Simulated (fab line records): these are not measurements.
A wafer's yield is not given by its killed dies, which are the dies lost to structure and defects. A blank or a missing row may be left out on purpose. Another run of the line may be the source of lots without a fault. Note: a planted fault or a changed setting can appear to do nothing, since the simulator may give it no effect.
fab line records	flow n5Finfet
[record] lots = 7	wafers = 39
route steps=1938 shown WELL_APT@26 DUMMY_GATE@243 SD_EPI_N@269 GATE_CUT@490 MOL_CONTACT_COAG@610 BEOL_M0_CUTY@711 BEOL_M3@996 BEOL_M6@1239 BEOL_M8@1377 BEOL_M10@1509 BEOL_M12@1650 BEOL_M15@1809 PASSIVATION@1908
startH: the number of hours between the record's first day and the start of the first shown wafer of the lot	waitH: hours since the lot's step before	" same as the row above	L1.1+2: one row covering several wafers at once	- no value, or no start was given	* or withheld: withheld	< > ~ a bound
route shown NAME@n: a module of which the file shows steps, and the number in the route of the first	usual: average and standard deviation across the fault-free wafers	same: alike in all rows	chamber/n: place in a boat	sites: the reading at each site	_std_site: standard deviation of those values	_edge_site: mean of outer sites minus mean of inner sites	radiusMm: for every site, how far away it sits from the centre of the wafer	mask NAME#n: copy n	behind: the tool/chamber that last shaped the wafer	hold: why the lot was held/for how many hours/how that ended	device: the n, p or np transistor that did not switch	end of line: the tests these same wafers got at the end of their route	step lacking rows: just its recipe	killed: count of dies lost to structure and defects at first sort (not the wafer's yield)	map: a wafer's dies, marking killed ones x, the rest . and places with no die _
set.NAME: setting as actually run; set.NAME@STEP: the setting as run at that earlier step	model.NAME: the simulator's own value behind a step, which no gauge read
lots whose settings were changed on purpose; a table a step, a row a wafer
[[steps]]
[step N5_WELL_APT_DEVELOP_07]
[recipe] developTimeS = 45	rinseLiquid = surfactantRinse	dry = airSpin	devTempC = 21
[step N5_DUMMY_GATE_ETCH_31]
[recipe] chemistry = C4F6/O2	target = SiO2	maskMaterial = SOC	targetDepthA = 825	timeS = 27.5	ionEnergyEv = 250	pressureMtorr = 30	sourceW = 345	biasW = 185	Ar_flow_sccm = 300	C4F6_flow_sccm = 10	O2_flow_sccm = 10
[step N5_SD_EPI_N_DEVELOP_08]
[recipe] developTimeS = 30	developer = TMAH	resist = CAR-ArF-block	devTempC = 23	rinseLiquid = diw	dry = airSpin
[step N5_GATE_CUT_DESCUM_18]
[recipe] chemistry = O2	timeS = 7	sourcePowerW = 50	biasPowerW = 20	pressureMtorr = 20	rfFrequencyHz = 2.712e+07	tempC = 40	resist = CAR-EUV	o2FlowSccm = 225
[step N5_MOL_CONTACT_COAG_ETCH_67]
[recipe] chemistry = N2/H2	target = SOC	targetDepthA = 600	overetchA = 210	maskMaterial = SiARC	tempC = 40	timeS = 101.2	ionEnergyEv = 200	pressureMtorr = 30	sourceW = 840	biasW = 150	n2FlowSccm = 200	h2FlowSccm = 200
[step N5_BEOL_M0_CUTY_DESCUM_61]
[recipe] chemistry = O2	timeS = 7.9	sourcePowerW = 50	biasPowerW = 20	pressureMtorr = 20	rfFrequencyHz = 2.712e+07	tempC = 40	resist = CAR-ArF-block	o2FlowSccm = 225
[step N5_BEOL_M3_SPUTTER_79]
[recipe] material = Cu	targetThkA = 45	tempC = -20	chamberPressurePa = 0.07	powerW = withheld	timeS = 8.29
[step N5_BEOL_M3_PRE_CLEAN_56]
[recipe] gas = NH3	timeS = 15	tempC = withheld	rfPowerW = 300
[step N5_BEOL_M6_TRENCH_ETCH_37]
[recipe] chemistry = C4F6/O2	targetDepthA = 944.35	target = SiCOH_lowk	timeS = 31.5	ionEnergyEv = 250	pressureMtorr = 30	sourceW = 345	biasW = 185	Ar_flow_sccm = 300	C4F6_flow_sccm = 10	O2_flow_sccm = 10
[step N5_BEOL_M8_TRENCH_ETCH_37]
[recipe] chemistry = C4F6/O2	targetDepthA = 934.78	target = SiCOH_lowk	timeS = 31.2	ionEnergyEv = 250	pressureMtorr = 30	sourceW = 345	biasW = 185	Ar_flow_sccm = 300	C4F6_flow_sccm = 10	O2_flow_sccm = 10
[step N5_BEOL_M10_VIA_ETCH_34]
[recipe] chemistry = C4F6/O2	target = SiCOH_lowk	targetDepthA = 1845	maskMaterial = SOC	taperDeg = 4	timeS = 69.2	ionEnergyEv = 250	pressureMtorr = 30	sourceW = 345	biasW = 185	Ar_flow_sccm = 300	C4F6_flow_sccm = 10	O2_flow_sccm = 10
[step N5_BEOL_M12_SPUTTER_45]
[recipe] material = Cu	targetThkA = 800	tempC = -20	biasV = 60	powerW = 26000	chamberPressurePa = 0.13	timeS = 13.33
[step N5_BEOL_M15_TRENCH_ETCH_34]
[recipe] chemistry = C4F8/O2/Ar	target = SiO2	targetDepthA = 8729.3	heInnerTorr = 15	heOuterTorr = 30	timeS = 199	ionEnergyEv = 800	pressureMtorr = 20	sourceW = 1905	biasW = 2040	Ar_flow_sccm = 400	C4F8_flow_sccm = 16	O2_flow_sccm = 12
[step N5_PASSIVATION_DESCUM_32]
[recipe] chemistry = O2	timeS = 7.9	sourcePowerW = 50	biasPowerW = 20	pressureMtorr = 20	rfFrequencyHz = 2.712e+07	tempC = 40	o2FlowSccm = 225
[step N5_PASSIVATION_PROBE_49]
[usual] killedAtContacts = 12/5.7
lot.wafer	tool	chamber	startH	waitH	set.developTimeS@WELL_APT_DEVELOP_07	set.targetDepthA@DUMMY_GATE_ETCH_31	set.developTimeS@SD_EPI_N_DEVELOP_08	set.timeS@GATE_CUT_DESCUM_18	set.targetDepthA@MOL_CONTACT_COAG_ETCH_67	set.timeS@BEOL_M0_CUTY_DESCUM_61	set.timeS@BEOL_M3_SPUTTER_79	set.timeS@BEOL_M3_PRE_CLEAN_56	set.targetDepthA@BEOL_M6_TRENCH_ETCH_37	set.timeS@BEOL_M8_TRENCH_ETCH_37	set.timeS@BEOL_M10_VIA_ETCH_34	set.targetThkA@BEOL_M12_SPUTTER_45	set.targetDepthA@BEOL_M15_TRENCH_ETCH_34	set.timeS@PASSIVATION_DESCUM_32	killedAtContacts
L082.1	prober-02	-	312.66	0.0	61.84	825	24.93	7	600	7.9	11.6	6.952	1366	31.2	69.2	800	8729.3	4.408	10
L082.2	prober-02	-	312.71	0.1	45	825	30	7	303.8	7.9	11.6	15	944.35	31.2	69.2	800	8729.3	4.408	1084
L082.3	prober-02	-	312.76	0.1	45	1107	24.93	7	600	7.9	11.6	15	944.35	49	69.2	1086	8729.3	4.408	18
L082.4	prober-02	-	312.81	0.2	61.84	1107	30	7	303.8	7.9	8.29	6.952	944.35	49	69.2	1086	8729.3	7.9	1094
L082.5	prober-02	-	312.86	0.2	45	825	24.93	7	303.8	7.9	8.29	6.952	1366	49	69.2	800	8729.3	7.9	1082
L082.6	prober-02	-	312.91	0.3	61.84	1107	30	7	600	7.9	8.29	15	1366	31.2	69.2	1086	8729.3	7.9	13
L083.1	prober-02	-	319.57	0.0	26.63	825	30	7	600	7.9	3.556	15	944.35	47.51	69.2	800	8729.3	7.9	4
L083.2	prober-02	-	319.62	0.1	45	1258	13.78	7	381.7	4.805	8.29	15	944.35	31.2	81.09	655.1	12410	5.65	1070
L083.3	prober-02	-	319.67	0.1	26.63	825	30	7	381.7	4.805	3.556	21.56	739.7	47.51	81.09	655.1	12410	7.9	838
L083.4	prober-02	-	319.72	0.2	26.63	1258	13.78	7	600	4.805	3.556	15	739.7	31.2	69.2	800	12410	5.65	17
L083.5	prober-02	-	319.77	0.2	45	1258	30	7	381.7	7.9	8.29	21.56	944.35	31.2	69.2	655.1	8729.3	7.9	1076
L083.6	prober-02	-	319.82	0.3	45	825	13.78	7	600	7.9	8.29	21.56	739.7	47.51	81.09	800	8729.3	5.65	13
L087.1	prober-02	-	345.86	0.3	36.08	825	46.9	8.549	600	7.9	8.29	15	543	31.2	69.2	800	8729.3	7.9	28
L087.2	prober-02	-	345.91	0.4	36.08	651.1	30	7	489.2	7.9	8.29	15	944.35	44.75	69.2	800	8729.3	7.9	11
L087.3	prober-02	-	345.96	0.4	45	825	46.9	7	489.2	7.9	10.61	11.63	944.35	31.2	69.2	800	11740	7.9	4
L087.4	prober-02	-	346.01	0.5	45	651.1	30	8.549	489.2	7.9	10.61	11.63	543	44.75	92.96	800	8729.3	7.9	9
L087.5	prober-02	-	346.06	0.5	45	651.1	46.9	7	600	7.9	8.29	11.63	543	44.75	92.96	800	11740	7.9	14
L087.6	prober-02	-	346.11	0.6	36.08	825	30	8.549	600	7.9	10.61	15	944.35	31.2	92.96	800	11740	7.9	19
L091.1	prober-02	-	363.64	0.5	55.67	479.5	19.06	5.64	830.8	7.9	8.29	22.84	944.35	48.17	69.2	800	12690	7.9	9
L091.2	prober-02	-	363.69	0.5	45	825	19.06	5.64	830.8	7.9	10.45	22.84	944.35	48.17	69.2	948.2	8729.3	4.695	7
L091.3	prober-02	-	363.74	0.6	45	479.5	30	7	600	7.9	8.29	22.84	944.35	31.2	52.55	800	12690	4.695	4
L091.4	prober-02	-	363.79	0.6	55.67	825	30	7	830.8	7.9	10.45	15	944.35	31.2	52.55	800	8729.3	7.9	7
L091.5	prober-02	-	363.84	0.7	55.67	479.5	30	5.64	600	7.9	10.45	15	944.35	31.2	69.2	948.2	12690	7.9	18
L091.6	prober-02	-	363.89	0.7	45	825	19.06	7	600	7.9	8.29	15	944.35	48.17	52.55	948.2	8729.3	4.695	8
L090.1	prober-02	-	367.59	0.0	45	825	30	7	600	7.9	8.29	15	944.35	31.2	69.2	800	8729.3	7.9	8
L090.4	prober-02	-	367.74	0.2	45	825	30	7	600	7.9	8.29	15	944.35	31.2	69.2	800	8729.3	7.9	27
L090.5	prober-02	-	367.79	0.2	45	825	30	7	600	7.9	8.29	15	944.35	31.2	69.2	800	8729.3	7.9	9
L093.1	prober-01	-	391.88	0.0	23.91	1304	30	7	600	11.18	8.29	15	944.35	31.2	69.2	1198	8729.3	7.9	16
L093.2	prober-01	-	391.93	0.1	45	1304	30	3.911	600	7.9	4.941	15	944.35	15.15	69.2	800	8729.3	7.9	6
L093.3	prober-01	-	391.98	0.1	45	825	36.17	7	600	11.18	4.941	15	1171	31.2	69.2	1198	4533	7.9	14
L093.4	prober-01	-	392.03	0.2	23.91	825	30	7	600	7.9	4.941	12.17	944.35	31.2	69.2	800	4533	6.661	16
L093.5	prober-01	-	392.08	0.2	45	825	36.17	3.911	600	7.9	8.29	12.17	1171	15.15	69.2	1198	4533	6.661	18
L093.6	prober-01	-	392.13	0.3	23.91	1304	36.17	3.911	600	11.18	8.29	12.17	1171	15.15	69.2	800	8729.3	6.661	9
L095.1	prober-02	-	401.31	0.0	61.71	825	30	7	437	7.9	3.807	15	944.35	21.05	69.2	800	8729.3	9.153	12
L095.2	prober-02	-	401.36	0.1	45	825	17.19	7	600	7.9	8.29	15	944.35	31.2	69.2	456.3	6687	9.153	15
L095.3	prober-02	-	401.41	0.1	61.71	1038	17.19	7	600	7.9	3.807	15	944.35	21.05	106.8	456.3	6687	7.9	12
L095.4	prober-02	-	401.46	0.2	45	1038	30	8.783	437	7.9	8.29	15	944.35	21.05	106.8	456.3	8729.3	9.153	29
L095.5	prober-02	-	401.51	0.2	45	825	30	8.783	600	7.9	8.29	15	944.35	31.2	106.8	800	6687	7.9	17
L095.6	prober-02	-	401.56	0.3	61.71	1038	17.19	8.783	437	7.9	3.807	15	944.35	31.2	69.2	800	8729.3	7.9	36
// killed by level:class
L082.1 PASSIVATION:areaEtch=41 STI_FIN_REVEAL:geometricParticle:open=11 BEOL_M1:geometricParticle:open=9 MOL_CONTACT_COAG:geometricParticle:open=8 BEOL_M0_SAQP:geometricParticle:short=8 BEOL_M0_SAQP:geometricParticle:open=8 GATE_CUT:geometricParticle:open=6 BEOL_M6:areaEtch=6
L082.2 MOL_CONTACT_COAG:areaEtch=1070 FIN_SAQP:geometricParticle:short=14 MOL_CONTACT_COAG:geometricParticle:open=13 DUMMY_GATE:geometricParticle:open=9 FIN_SAQP:geometricParticle:open=7 BEOL_M0_SAQP:geometricParticle:short=7 BEOL_M1:geometricParticle:open=7 BEOL_M1:geometricParticle:short=5
L082.3 BEOL_M8:areaEtch=416 PASSIVATION:areaEtch=67 MOL_CONTACT_COAG:geometricParticle:open=15 FIN_SAQP:geometricParticle:open=7 STI_FIN_REVEAL:geometricParticle:open=6 BEOL_M1:geometricParticle:open=6 BEOL_M2:geometricParticle:open=5 GATE_CUT:geometricParticle:short=4
L082.4 MOL_CONTACT_COAG:areaEtch=1075 MOL_CONTACT_COAG:geometricParticle:open=14 BEOL_M1:geometricParticle:open=9 DUMMY_GATE:geometricParticle:open=8 BEOL_M1:geometricParticle:short=8 BEOL_M3:geometricParticle:open=7 BEOL_M2:geometricParticle:open=6 MOL_CONTACT_COAG:geometricParticle:short=5
L082.5 MOL_CONTACT_COAG:areaEtch=1064 MOL_CONTACT_COAG:geometricParticle:open=16 DUMMY_GATE:geometricParticle:open=9 FIN_SAQP:geometricParticle:short=8 BEOL_M0_SAQP:geometricParticle:open=8 BEOL_M1:geometricParticle:short=6 BEOL_M1:geometricParticle:open=5 BEOL_M2:geometricParticle:open=5
L082.6 DUMMY_GATE:geometricParticle:open=23 FIN_CUT:areaEtch=12 MOL_CONTACT_COAG:geometricParticle:open=11 BEOL_M2:geometricParticle:open=11 BEOL_M4:geometricParticle:open=9 BEOL_M0_SAQP:geometricParticle:open=8 FIN_SAQP:geometricParticle:short=6 STI_FIN_REVEAL:geometricParticle:open=5
L083.1 FIN_SAQP:geometricParticle:open=13 BEOL_M0_SAQP:geometricParticle:open=9 BEOL_M8:areaEtch=9 BEOL_M0_SAQP:geometricParticle:short=8 FIN_SAQP:geometricParticle:short=6 STI_FIN_REVEAL:geometricParticle:open=6 BEOL_M3:geometricParticle:open=5 BEOL_M5:geometricParticle:open=5
L083.2 MOL_CONTACT_COAG:areaEtch=1062 STI_FIN_REVEAL:geometricParticle:open=19 BEOL_M4:geometricParticle:open=8 MOL_CONTACT_COAG:geometricParticle:open=5 BEOL_M2:geometricParticle:open=5 FIN_SAQP:geometricParticle:open=4 STI_FIN_REVEAL:geometricParticle:short=4 GATE_CUT:geometricParticle:open=4
L083.3 MOL_CONTACT_COAG:areaEtch=831 BEOL_M8:areaEtch=20 FIN_SAQP:geometricParticle:open=9 BEOL_M0_SAQP:geometricParticle:open=8 BEOL_M0_SAQP:geometricParticle:short=8 GATE_CUT:geometricParticle:short=7 STI_FIN_REVEAL:geometricParticle:open=6 MOL_CONTACT_COAG:geometricParticle:open=6
L083.4 PASSIVATION:areaEtch=281 MOL_CONTACT_COAG:geometricParticle:open=15 FIN_SAQP:geometricParticle:open=9 STI_FIN_REVEAL:geometricParticle:open=7 BEOL_M0_SAQP:geometricParticle:open=7 BEOL_M0_SAQP:geometricParticle:short=5 BEOL_M3:geometricParticle:open=4 STI_FIN_REVEAL:geometricParticle:short=3
L083.5 MOL_CONTACT_COAG:areaEtch=1069 STI_FIN_REVEAL:geometricParticle:open=17 BEOL_M2:geometricParticle:open=17 BEOL_M0_SAQP:geometricParticle:open=9 FIN_SAQP:geometricParticle:open=8 MOL_CONTACT_COAG:geometricParticle:open=7 BEOL_M0_SAQP:geometricParticle:short=7 STARTING-WAFER:geometricParticle:short=5
L083.6 BEOL_M8:areaEtch=100 MOL_CONTACT_COAG:geometricParticle:open=11 FIN_SAQP:geometricParticle:open=9 BEOL_M0_SAQP:geometricParticle:open=8 BEOL_M0_SAQP:geometricParticle:short=8 FIN_SAQP:geometricParticle:short=5 BEOL_M2:geometricParticle:open=5 STI_FIN_REVEAL:geometricParticle:open=4
L087.1 BEOL_M6:areaEcd=138 STI_FIN_REVEAL:geometricParticle:open=23 MOL_CONTACT_COAG:geometricParticle:open=21 BEOL_M4:geometricParticle:open=9 MOL_CONTACT_COAG:geometricParticle:short=7 GATE_CUT:geometricParticle:open=6 STI_FIN_REVEAL:geometricParticle:short=5 BEOL_M0_SAQP:geometricParticle:open=4
L087.2 STI_FIN_REVEAL:geometricParticle:open=25 BEOL_M8:areaEtch=17 MOL_CONTACT_COAG:geometricParticle:open=8 BEOL_M0_SAQP:geometricParticle:open=8 BEOL_M0_SAQP:geometricParticle:short=7 GATE_CUT:geometricParticle:short=5 FIN_SAQP:geometricParticle:short=4 FIN_SAQP:geometricParticle:open=4
L087.3 STI_FIN_REVEAL:geometricParticle:open=16 BEOL_M4:geometricParticle:open=11 BEOL_M0_SAQP:geometricParticle:open=10 BEOL_M3:geometricParticle:open=9 FIN_SAQP:geometricParticle:open=6 GATE_CUT:geometricParticle:short=4 BEOL_M2:geometricParticle:open=4 MOL_CONTACT_COAG:geometricParticle:open=3
L087.4 BEOL_M6:areaEcd=342 BEOL_M4:geometricParticle:open=8 HKMG_FIN:areaEtch=8 MOL_CONTACT_COAG:geometricParticle:open=7 STI_FIN_REVEAL:geometricParticle:open=6 BEOL_M0_SAQP:geometricParticle:short=5 FIN_SAQP:geometricParticle:short=4 GATE_CUT:geometricParticle:short=4
L087.5 BEOL_M6:areaEcd=276 DUMMY_GATE:areaEtch=196 BEOL_M0_SAQP:geometricParticle:short=15 MOL_CONTACT_COAG:geometricParticle:open=12 BEOL_M8:areaEtch=12 BEOL_M0_SAQP:geometricParticle:open=10 BEOL_M3:geometricParticle:open=7 BEOL_M5:geometricParticle:open=6
L087.6 BEOL_M0_SAQP:geometricParticle:short=15 MOL_CONTACT_COAG:geometricParticle:open=14 STI_FIN_REVEAL:geometricParticle:open=12 BEOL_M4:geometricParticle:open=11 BEOL_M0_SAQP:geometricParticle:open=9 BEOL_M2:geometricParticle:open=6 MOL_CONTACT_COAG:geometricParticle:short=5 BEOL_M1:geometricParticle:open=5
L091.1 DUMMY_GATE:areaEtch=1090 BEOL_M1:geometricParticle:open=8 MOL_CONTACT_COAG:geometricParticle:open=8 BEOL_M0_SAQP:geometricParticle:open=8 BEOL_M2:geometricParticle:open=7 FIN_SAQP:geometricParticle:short=6 BEOL_M0_SAQP:geometricParticle:short=6 FIN_SAQP:geometricParticle:open=5
L091.2 PASSIVATION:areaEtch=57 BEOL_M8:areaEtch=41 BEOL_M1:geometricParticle:open=11 STI_FIN_REVEAL:geometricParticle:open=8 DUMMY_GATE:geometricParticle:open=8 BEOL_M3:geometricParticle:open=8 PASS1_CAP:geometricParticle:open=6 BEOL_M2:geometricParticle:open=6
L091.3 DUMMY_GATE:areaEtch=1097 BEOL_M0_SAQP:geometricParticle:open=10 BEOL_M2:geometricParticle:open=7 FIN_SAQP:geometricParticle:short=5 STI_FIN_REVEAL:geometricParticle:open=5 GATE_CUT:geometricParticle:short=4 MOL_CONTACT_COAG:geometricParticle:open=4 BEOL_M0_SAQP:geometricParticle:short=4
L091.4 BEOL_M10:areaEtch=989 BEOL_M0_SAQP:geometricParticle:short=9 BEOL_M0_SAQP:geometricParticle:open=9 BEOL_M1:geometricParticle:open=7 MOL_CONTACT_COAG:geometricParticle:open=6 BEOL_M2:geometricParticle:open=6 FIN_SAQP:geometricParticle:short=5 BEOL_M0:geometricParticle:open=4
L091.5 DUMMY_GATE:areaEtch=1097 MOL_CONTACT_COAG:geometricParticle:open=15 DUMMY_GATE:geometricParticle:open=8 BEOL_M0_SAQP:geometricParticle:open=7 BEOL_M0_SAQP:geometricParticle:short=6 BEOL_M1:geometricParticle:open=6 GATE_CUT:geometricParticle:short=5 STI_FIN_REVEAL:geometricParticle:open=4
L091.6 BEOL_M10:areaEtch=963 BEOL_M0_SAQP:geometricParticle:short=19 BEOL_M0_SAQP:geometricParticle:open=16 BEOL_M2:geometricParticle:open=7 MOL_CONTACT_COAG:geometricParticle:open=7 PASSIVATION:areaEtch=6 STI_FIN_REVEAL:geometricParticle:open=4 STARTING-WAFER:geometricParticle:short=4
L090.1 FIN_SAQP:geometricParticle:open=8 STI_FIN_REVEAL:geometricParticle:open=8 MOL_CONTACT_COAG:geometricParticle:open=7 BEOL_M1:geometricParticle:open=7 BEOL_M1:geometricParticle:short=7 BEOL_M4:geometricParticle:open=6 BEOL_M0_SAQP:geometricParticle:short=6 BEOL_M0_SAQP:geometricParticle:open=6
L090.4 MOL_CONTACT_COAG:geometricParticle:open=21 BEOL_M4:geometricParticle:open=15 BEOL_M0_SAQP:geometricParticle:short=7 MOL_CONTACT_COAG:geometricParticle:short=6 BEOL_M0_SAQP:geometricParticle:open=6 BEOL_M2:geometricParticle:open=6 FIN_SAQP:geometricParticle:open=5 BEOL_M1:geometricParticle:open=5
L090.5 FIN_SAQP:geometricParticle:short=14 BEOL_M1:geometricParticle:open=13 FIN_SAQP:geometricParticle:open=12 HKMG_FIN:areaEtch=9 GATE_CUT:geometricParticle:short=8 STI_FIN_REVEAL:geometricParticle:open=7 MOL_CONTACT_COAG:geometricParticle:open=7 BEOL_M4:geometricParticle:open=7
L093.1 MOL_CONTACT_COAG:geometricParticle:open=16 BEOL_M2:geometricParticle:open=13 BEOL_M0_SAQP:geometricParticle:short=12 MIM_TOP_ETCH:areaEtch=11 BEOL_M1:geometricParticle:open=10 DUMMY_GATE:geometricParticle:open=8 FIN_CUT:areaEtch=5 FIN_SAQP:geometricParticle:open=4
L093.2 BEOL_M8:areaEcd=785 BEOL_M0_SAQP:geometricParticle:short=10 BEOL_M4:geometricParticle:short=9 BEOL_M3:geometricParticle:open=8 BEOL_M2:geometricParticle:open=7 DUMMY_GATE:geometricParticle:open=6 MOL_CONTACT_COAG:geometricParticle:open=6 BEOL_M0_SAQP:geometricParticle:open=6
L093.3 BEOL_M15:areaEcd=67 MIM_TOP_ETCH:areaEtch=47 MOL_CONTACT_COAG:geometricParticle:open=10 BEOL_M1:geometricParticle:open=9 BEOL_M0_SAQP:geometricParticle:open=8 BEOL_M3:geometricParticle:open=7 BEOL_M0_SAQP:geometricParticle:short=6 BEOL_M4:geometricParticle:open=6
L093.4 BEOL_M15:areaEcd=99 MIM_TOP_ETCH:areaEtch=20 BEOL_M1:geometricParticle:open=13 BEOL_M2:geometricParticle:open=11 MOL_CONTACT_COAG:geometricParticle:open=10 BEOL_M0_SAQP:geometricParticle:short=8 FIN_SAQP:geometricParticle:open=7 BEOL_M0_SAQP:geometricParticle:open=7
L093.5 BEOL_M8:areaEcd=813 MOL_CONTACT_COAG:geometricParticle:open=15 BEOL_M0_SAQP:geometricParticle:short=12 BEOL_M15:areaEcd=10 BEOL_M2:geometricParticle:open=9 BEOL_M0_SAQP:geometricParticle:open=8 BEOL_M1:geometricParticle:open=5 BEOL_M4:geometricParticle:short=4
L093.6 BEOL_M8:areaEcd=870 BEOL_M3:geometricParticle:open=16 BEOL_M0_SAQP:geometricParticle:open=9 MOL_CONTACT_COAG:geometricParticle:open=8 BEOL_M4:geometricParticle:short=8 BEOL_M0_SAQP:geometricParticle:short=7 STI_FIN_REVEAL:geometricParticle:open=6 BEOL_M1:geometricParticle:short=6
L095.1 PASSIVATION:areaEtch=112 BEOL_M8:areaEcd=42 DUMMY_GATE:geometricParticle:open=9 BEOL_M0_SAQP:geometricParticle:short=9 MOL_CONTACT_COAG:geometricParticle:open=8 BEOL_M3:geometricParticle:open=8 GATE_CUT:geometricParticle:short=7 ILD0:geometricParticle:short=5
L095.2 BEOL_M12:interfaceVoidOpened=62 PASSIVATION:areaEtch=54 FIN_SAQP:geometricParticle:open=13 MOL_CONTACT_COAG:geometricParticle:open=12 BEOL_M0_SAQP:geometricParticle:open=9 BEOL_M0_SAQP:geometricParticle:short=8 STI_FIN_REVEAL:geometricParticle:open=5 BEOL_M3:geometricParticle:short=5
L095.3 BEOL_M12:interfaceVoidOpened=73 BEOL_M8:areaEcd=47 MOL_CONTACT_COAG:geometricParticle:open=9 FIN_SAQP:geometricParticle:short=8 PASSIVATION:areaEtch=8 STI_FIN_REVEAL:geometricParticle:open=7 GATE_CUT:geometricParticle:short=7 BEOL_M0_SAQP:geometricParticle:open=7
L095.4 PASSIVATION:areaEtch=75 BEOL_M12:interfaceVoidOpened=69 MOL_CONTACT_COAG:geometricParticle:open=23 BEOL_M8:areaEcd=16 STI_FIN_REVEAL:geometricParticle:open=14 BEOL_M0:geometricParticle:open=10 FIN_SAQP:geometricParticle:short=8 BEOL_M1:geometricParticle:open=7
L095.5 PASSIVATION:areaEtch=97 MOL_CONTACT_COAG:geometricParticle:open=15 GATE_CUT:geometricParticle:short=7 FIN_SAQP:geometricParticle:short=6 STI_FIN_REVEAL:geometricParticle:open=6 BEOL_M0_SAQP:geometricParticle:open=6 BEOL_M1:geometricParticle:open=5 BEOL_M4:geometricParticle:short=5
L095.6 MOL_CONTACT_COAG:geometricParticle:open=20 PASSIVATION:areaEtch=13 BEOL_M0_SAQP:geometricParticle:open=11 MOL_CONTACT_COAG:areaEtch=11 BEOL_M0_SAQP:geometricParticle:short=10 BEOL_M3:geometricParticle:open=9 BEOL_M4:geometricParticle:open=7 GATE_CUT:geometricParticle:short=6
[[key]]
[split] step = N5_WELL_APT_DEVELOP_07	setting = developTimeS	statedAs = 45
response none clear
[split] step = N5_DUMMY_GATE_ETCH_31	setting = targetDepthA	statedAs = 825
response none clear
[split] step = N5_SD_EPI_N_DEVELOP_08	setting = developTimeS	statedAs = 30
response none clear
[split] step = N5_GATE_CUT_DESCUM_18	setting = timeS	statedAs = 7
response none clear
[split] step = N5_MOL_CONTACT_COAG_ETCH_67	setting = targetDepthA	statedAs = 600
[response] step = N5_PASSIVATION_PROBE_49	reading = killedAtContacts	slope = -14.5	per = 1%	togetherWith = all	explained = 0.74
[split] step = N5_BEOL_M0_CUTY_DESCUM_61	setting = timeS	statedAs = 7.9
response none clear
[split] step = N5_BEOL_M3_SPUTTER_79	setting = timeS	statedAs = 8.29
response none clear
[split] step = N5_BEOL_M3_PRE_CLEAN_56	setting = timeS	statedAs = 15
response none clear
[split] step = N5_BEOL_M6_TRENCH_ETCH_37	setting = targetDepthA	statedAs = 944.35
response none clear
[split] step = N5_BEOL_M8_TRENCH_ETCH_37	setting = timeS	statedAs = 31.2
response none clear
[split] step = N5_BEOL_M10_VIA_ETCH_34	setting = timeS	statedAs = 69.2
response none clear
[split] step = N5_BEOL_M12_SPUTTER_45	setting = targetThkA	statedAs = 800
response none clear
[split] step = N5_BEOL_M15_TRENCH_ETCH_34	setting = targetDepthA	statedAs = 8729.3
response none clear
[split] step = N5_PASSIVATION_DESCUM_32	setting = timeS	statedAs = 7.9
response none clear
